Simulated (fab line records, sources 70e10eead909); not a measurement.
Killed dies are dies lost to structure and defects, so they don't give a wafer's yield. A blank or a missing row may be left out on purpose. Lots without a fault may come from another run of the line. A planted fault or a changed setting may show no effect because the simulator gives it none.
fab line records | flow nand_harc
record lots=15 wafers=45 last_day=24
route steps=1159 shown A_CHANNEL_HOLE_D1@477 A_CHANNEL_FILL_D1@492
lots that met no fault: from a run of the same line without faults
start_h: hours from the record's first day to the start of the lot's first wafer shown | wait_h: hours since the lot's step before | " the same as in the row above | L1.1+2: a row that stands for several wafers | - no value, or no start given | * or withheld: withheld | < > ~ a bound
route shown NAME@n: a module of which the file shows steps, and the number in the route of the first | usual: mean/standard deviation of fault-free wafers | same: alike in all rows | chamber/n: place in a boat | sites: the reading at each site | _std_site: their standard deviation | _edge_site: outer sites' mean less inner sites' | radius_mm: how far each site lies from the wafer's centre | mask NAME#n: copy n | behind: the tool/chamber that last shaped the wafer | hold: why the lot was held/for how many hours/how that ended | device: the transistor (n, p or np) that didn't switch | end of line: the same wafers' tests at the end of the route | a step without rows: its recipe alone | killed: dies lost to structure and defects at the first sort, not the wafer's yield | map: a wafer's dies, x killed, . not, _ none there
set.NAME: the setting as run; set.NAME@STEP: as run at that earlier step | model.NAME: the simulator's own value behind a step, which no gauge read
steps of the route over a sample of lots; a table a step, a row a wafer
services: from which hour (start_h, from the record's first day; less than 0 if before it) a tool's chamber was out of use, for how many hours, and why
## steps
# step NHARC_A_CHANNEL_HOLE_D1_ETCH_25
# recipe bias_v=5000 source_w=withheld pressure_mtorr=20 time_s=1040.2 ar_flow_sccm=375 c4f8_flow_sccm=93.8 o2_flow_sccm=31.2 temp_c=-20 target_depth_a=15000 chemistry=C4F8/O2/Ar
# usual drypump_motor_current_A=6.2/0.39 o2_flow_sccm=31.21/0.083 showerhead_plenum_p_Torr=3.71/0.11 throttle_valve_pct=32.234/0.0093
# columns lot.wafer tool chamber start_h wait_h drypump_motor_current_A o2_flow_sccm rf_hours_counter_h showerhead_plenum_p_Torr throttle_valve_pct
L300.2 har_etch-02 1 180.66 0.7 5.7 31.23 105 3.68 32.246
L300.5 " 0 " " 6.0 31.07 - 3.87 32.220
L300.6 " 1 " " 5.8 31.28 - 3.68 32.236
L301.3 har_etch-01 0 183.88 0.7 6.7 31.12 - 3.57 32.240
L301.4 " 1 " " 6.5 31.30 - 3.76 32.235
L301.5 " 0 " " 6.7 31.05 - 3.57 32.237
L302.2 har_etch-02 0 196.61 0.6 6.0 31.23 111 3.86 32.249
L302.1 " 1 " " 5.8 31.26 111 3.68 32.228
L302.5 " 1 " " 5.8 31.18 - 3.68 32.236
L303.1 har_etch-01 1 197.25 0.7 6.5 31.25 203 3.76 32.240
L303.4 " 0 " " 6.7 31.22 - 3.57 32.247
L303.3 " 1 " " 6.6 31.25 - 3.76 32.243
L304.2 har_etch-02 1 210.14 0.7 5.7 31.27 116 3.67 32.237
L304.1 " 0 " " 6.0 31.21 116 3.86 32.247
L304.3 " 1 " " 5.7 31.25 - 3.67 32.243
L305.2 har_etch-02 1 214.46 0.7 5.7 31.34 120 3.67 32.231
L305.5 " 0 " " 6.0 31.19 - 3.86 32.232
L305.6 " 1 " " 5.8 31.28 - 3.67 32.245
L308.2 har_etch-01 0 226.36 0.7 6.7 31.15 215 3.56 32.234
L308.3 " 1 " " 6.5 31.21 - 3.75 32.243
L308.4 " 0 " " 6.7 31.07 - 3.56 32.234
L309.2 har_etch-01 0 235.15 0.6 6.7 31.18 219 3.56 32.239
L309.1 " 1 " " 6.5 31.09 219 3.75 32.240
L309.6 " 0 " " 6.7 31.18 - 3.56 32.230
L310.2 har_etch-02 0 245.11 0.7 6.0 31.15 129 3.85 32.223
L310.4 " 1 " " 5.7 31.20 - 3.67 32.226
L310.5 " 1 " " 5.7 31.24 - 3.67 32.229
L319.1 har_etch-01 0 287.99 0.6 6.7 31.26 244 3.55 32.245
L319.2 " 1 " " 6.5 31.29 244 3.74 32.212
L319.6 " 0 " " 6.7 31.20 - 3.55 32.252
L318.1 har_etch-02 0 288.36 0.6 6.0 31.14 155 3.84 32.231
L318.3 " 0 " " 6.0 31.07 - 3.84 32.237
L318.6 " 1 " " 5.7 31.17 - 3.65 32.229
L321.2 har_etch-01 0 297.00 0.6 6.7 31.20 249 3.55 32.250
L321.3 " 0 " " 6.7 31.26 - 3.55 32.239
L321.6 " 0 " " 6.7 31.16 - 3.55 32.242
L320.1 har_etch-02 1 298.25 0.7 5.7 31.15 160 3.65 32.225
L320.4 " 1 " " 5.7 31.26 - 3.65 32.228
L320.5 " 1 " " 5.7 31.20 - 3.65 32.238
L322.2 har_etch-01 0 307.66 0.7 6.7 31.29 253 3.54 32.224
L322.3 " 1 " " 6.5 31.38 - 3.73 32.235
L322.4 " 0 " " 6.7 31.30 - 3.54 32.229
L323.1 har_etch-02 1 317.40 0.6 5.7 31.11 167 3.64 32.227
L323.2 " 0 " " 6.0 31.20 167 3.83 32.223
L323.4 " 0 " " 6.0 31.11 - 3.83 32.240
# step NHARC_A_CHANNEL_FILL_D1_ALD_02
# recipe target_thk_a=60 pulse_time_s=10 ald_cycles=60 temp_c=300 material=SiO2
# usual ald_cycles=60/0 heater_power_outer_w=264/23 heater_power_w=473/46 precursor_pulse_height_rel=1.002/0.021
# columns lot.wafer tool chamber start_h wait_h ald_cycles heater_power_outer_w heater_power_w precursor_pulse_height_rel
L300.2 ald_hk-01 3 183.51 - 60 264 432 0.999
L300.6 " 3 " " 60 257 428 0.995
L300.5 " 0 " " 60 261 461 0.991
L301.3 ald_hk-01 1 186.60 - 60 269 497 0.979
L301.4 " 2 " " 60 245 434 0.955
L301.5 " 1 " " 60 273 498 1.015
L302.2 ald_hk-02 1 199.76 - 60 283 458 0.967
L302.1 " 2 " " 60 284 554 1.025
L302.5 " 0 " " 60 221 402 1.007
L303.4 ald_hk-04 2 200.69 - 60 282 457 1.000
L303.3 " 3 " " 60 294 537 0.975
L303.1 " 1 " " 60 326 587 0.967
L304.1 ald_hk-02 3 213.16 - 60 228 450 0.975
L304.3 " 1 " " 60 286 462 0.996
L304.2 " 2 " " 60 286 554 0.982
L305.2 ald_hk-01 1 218.66 - 60 281 503 1.023
L305.6 " 1 " " 60 272 502 1.012
L305.5 " 2 " " 60 250 440 0.989
L308.3 ald_hk-01 2 229.21 - 60 249 445 1.025
L308.2 " 3 " " 60 253 429 0.998
L308.4 " 0 " " 60 259 452 1.026
L309.2 ald_hk-02 3 239.40 - 60 222 434 0.993
L309.1 " 1 " " 60 284 468 1.034
L309.6 " 3 " " 60 224 427 0.965
L310.2 ald_hk-01 2 248.05 - 60 258 431 0.986
L310.4 " 3 " " 60 252 417 1.032
L310.5 " 1 " " 60 268 486 1.026
L319.2 ald_hk-01 2 291.16 - - - - -
L319.1 " 3 " " - - - -
L319.6 " 1 " " - - - -
L318.1 ald_hk-04 0 291.37 - - - - -
L318.3 " 1 " " - - - -
L318.6 " 0 " " - - - -
L321.2 ald_hk-04 3 301.56 - 60 294 538 0.970
L321.3 " 1 " " 60 322 572 1.011
L321.6 " 3 " " 60 285 558 1.002
L320.4 ald_hk-02 2 301.81 - - - - -
L320.1 " 3 " " - - - -
L320.5 " 2 " " - - - -
L322.3 ald_hk-01 0 310.98 - 60 271 492 1.006
L322.4 " 1 " " 60 266 494 0.977
L322.2 " 2 " " 60 250 432 1.018
L323.4 ald_hk-01 0 320.56 - 60 272 475 0.983
L323.1 " 1 " " 60 276 484 0.990
L323.2 " 2 " " 60 259 436 1.007
# step NHARC_A_CHANNEL_FILL_D1_ALD_03
# recipe target_thk_a=60 pulse_time_s=60 ald_cycles=58 temp_c=630 pressure_torr=2 material=SiNx
# usual chamber_pressure_Torr=2.000/0.0042 precursor_pulse_height_rel=1.002/0.019
# same ald_cycles=58
# columns lot.wafer tool chamber start_h wait_h chamber_pressure_Torr precursor_pulse_height_rel
L300.2 ald_sin_batch-02 0 - - 2.004 1.024
L300.5 " 0 " " 2.008 0.998
L300.6 " 0 " " 2.003 1.013
L301.3 ald_sin_batch-03 0 - - 1.991 1.028
L301.4 " 0 " " 1.995 1.018
L301.5 " 0 " " 1.997 1.003
L302.1 ald_sin_batch-02 0 - - 1.996 0.952
L302.2 " 0 " " 2.003 1.022
L302.5 " 0 " " 2.004 1.020
L303.1 ald_sin_batch-02 0 - - 1.998 1.014
L303.3 " 0 " " 2.003 1.006
L303.4 " 0 " " 2.006 0.995
L304.1 ald_sin_batch-01 0 - - 2.002 1.014
L304.2 " 0 " " 1.996 1.015
L304.3 " 0 " " 1.995 0.990
L305.2 ald_sin_batch-02 0 - - 2.000 1.008
L305.5 " 0 " " 2.002 1.014
L305.6 " 0 " " 1.993 0.989
L308.2 ald_sin_batch-02 0 - - 2.002 1.025
L308.3 " 0 " " 2.002 1.012
L308.4 " 0 " " 2.000 1.015
L309.1 ald_sin_batch-02 0 - - 2.004 1.011
L309.2 " 0 " " 2.002 0.953
L309.6 " 0 " " 2.002 1.011
L310.2 ald_sin_batch-03 0 - - 2.002 1.010
L310.4 " 0 " " 1.999 0.992
L310.5 " 0 " " 1.996 0.984
L318.1 ald_sin_batch-01 0 - - 2.004 0.994
L318.3 " 0 " " 1.998 0.986
L318.6 " 0 " " 2.000 1.018
L319.1 ald_sin_batch-01 0 - - 1.997 0.991
L319.2 " 0 " " 1.997 0.963
L319.6 " 0 " " 1.989 0.985
L320.1 ald_sin_batch-01 0 - - 2.001 1.020
L320.4 " 0 " " 1.999 0.994
L320.5 " 0 " " 1.997 1.004
L321.2 ald_sin_batch-01 0 - - 1.998 0.992
L321.3 " 0 " " 2.004 1.022
L321.6 " 0 " " 2.000 1.011
L322.2 ald_sin_batch-01 0 - - 2.006 0.976
L322.3 " 0 " " 1.998 1.006
L322.4 " 0 " " 2.004 1.031
L323.1 ald_sin_batch-01 0 - - 2.006 0.967
L323.2 " 0 " " 2.001 0.985
L323.4 " 0 " " 1.996 1.005
# step NHARC_A_CHANNEL_FILL_D1_ALD_14
# recipe target_thk_a=25 pulse_time_s=10 ald_cycles=25 temp_c=300 material=SiO2
# usual heater_power_outer_w=267/25 heater_power_w=476/47 precursor_pulse_height_rel=0.998/0.022
# same ald_cycles=25
# columns lot.wafer tool chamber start_h wait_h heater_power_outer_w heater_power_w precursor_pulse_height_rel
L300.2 ald_hk-01 3 192.49 3.0 268 420 1.009
L300.6 " 3 " " 258 431 1.043
L300.5 " 0 " " 259 467 0.982
L301.4 ald_hk-01 3 193.72 0.0 265 438 0.976
L301.3 " 0 " " 259 469 0.958
L301.5 " 0 " " 262 483 0.974
L302.2 ald_hk-01 1 206.66 0.0 268 492 0.972
L302.1 " 3 " " 258 434 0.987
L302.5 " 1 " " 272 486 1.028
L303.3 ald_hk-04 2 206.66 0.0 278 456 0.978
L303.4 " 0 " " 231 474 0.986
L303.1 " 1 " " 322 565 1.005
L304.3 ald_hk-04 0 220.21 0.1 242 486 0.997
L304.1 " 1 " " 317 557 1.011
L304.2 " 2 " " 274 449 0.961
L305.2 ald_hk-01 1 226.53 0.8 267 482 0.983
L305.6 " 1 " " 274 498 1.015
L305.5 " 2 " " 252 438 0.990
L308.2 ald_hk-02 0 238.94 2.7 230 405 0.985
L308.3 " 2 " " 295 566 0.985
L308.4 " 3 " " 225 444 1.024
L309.2 ald_hk-04 2 246.36 0.0 265 450 0.985
L309.1 " 1 " " 329 581 1.004
L309.6 " 2 " " 279 466 0.988
L310.4 ald_hk-01 0 255.04 0.0 271 484 1.009
L310.2 " 3 " " 254 421 0.997
L310.5 " 1 " " 270 493 1.003
L319.2 ald_hk-01 1 298.08 0.1 270 501 0.974
L319.1 " 3 " " 259 416 0.993
L319.6 " 1 " " 267 491 1.013
L318.3 ald_hk-01 0 298.27 0.3 271 475 0.994
L318.1 " 1 " " 266 486 1.021
L318.6 " 0 " " 272 479 1.009
L321.3 ald_hk-01 2 308.53 0.0 252 435 0.986
L321.2 " 3 " " 262 416 0.979
L321.6 " 2 " " 253 448 1.001
L320.4 ald_hk-02 2 308.56 0.1 267 512 1.025
L320.1 " 0 " " 227 393 1.035
L320.5 " 1 " " 269 452 1.009
L322.3 ald_hk-04 2 318.00 0.0 277 451 1.029
L322.4 " 0 " " 238 471 0.954
L322.2 " 1 " " 323 573 1.031
L323.4 ald_hk-02 0 329.56 2.0 231 398 0.987
L323.1 " 2 " " 264 513 1.011
L323.2 " 3 " " 214 424 1.021
## services
# columns tool chamber start_h hours kind
ald_hk-04 - 187.36 10.0 pm
ald_hk-04 0 187.36 10.0 vent_cycle
ald_hk-04 1 187.36 10.0 vent_cycle
ald_hk-04 2 187.36 10.0 vent_cycle
ald_hk-04 3 187.36 10.0 vent_cycle
ald_hk-04 0 197.36 - clean
ald_hk-04 1 197.36 - clean
ald_hk-04 2 197.36 - clean
ald_hk-04 3 197.36 - clean
ald_hk-01 - 232.37 10.0 pm
ald_hk-01 0 232.37 10.0 vent_cycle
ald_hk-01 1 232.37 10.0 vent_cycle
ald_hk-01 2 232.37 10.0 vent_cycle
ald_hk-01 3 232.37 10.0 vent_cycle
ald_hk-01 0 242.37 - clean
ald_hk-01 1 242.37 - clean
ald_hk-01 2 242.37 - clean
ald_hk-01 3 242.37 - clean
ald_hk-02 - 281.35 10.0 pm
ald_hk-02 0 281.35 10.0 vent_cycle
ald_hk-02 1 281.35 10.0 vent_cycle
ald_hk-01 - 296.17 1.6 repair
har_etch-01 - 308.77 17.0 pm
ald_sin_batch-03 - 314.00 26.0 pm
## key
first_sign step=NHARC_A_CHANNEL_FILL_D1_ALD_02 reading=tool_record direction=missing
effect none on later readings
met_at NHARC_A_CHANNEL_FILL_D1_ALD_02
struck_lots L318,L319,L320
later_rows_left_out L318.1,L318.3,L318.6,L319.1,L319.2,L319.6,L320.1,L320.4,L320.5
sort_left_out L318.1,L318.3,L318.6,L319.1,L319.2,L319.6,L320.1,L320.4,L320.5
tester_left_out L318,L319,L320
not_acting_at NHARC_A_CHANNEL_HOLE_D1_ETCH_25,NHARC_A_CHANNEL_FILL_D1_ALD_03,NHARC_A_CHANNEL_FILL_D1_ALD_14
onset_between 248.05 291.16
fault kind=skipped_step_whole tool=ald_hk-01,ald_hk-02,ald_hk-04 chamber=- onset_h=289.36 steps=NHARC_A_CHANNEL_FILL_D1_ALD_02 scope=struck_lots_only
# tester_left_out: of these lots the tester's yield and bins aren't shown, on N5 and GAA mostly nor the transistor test; their killed dies are dies lost to structure and defects alone, not to doping, threshold or leakage, so they don't give the yield
# sort_left_out: the simulated sort isn't trusted on such a fault, so these wafers' sort isn't shown, and their yield isn't known
# later_rows_left_out: the simulator's readings of these wafers behind a module that went badly wrong aren't trusted and aren't shown, but for the sort
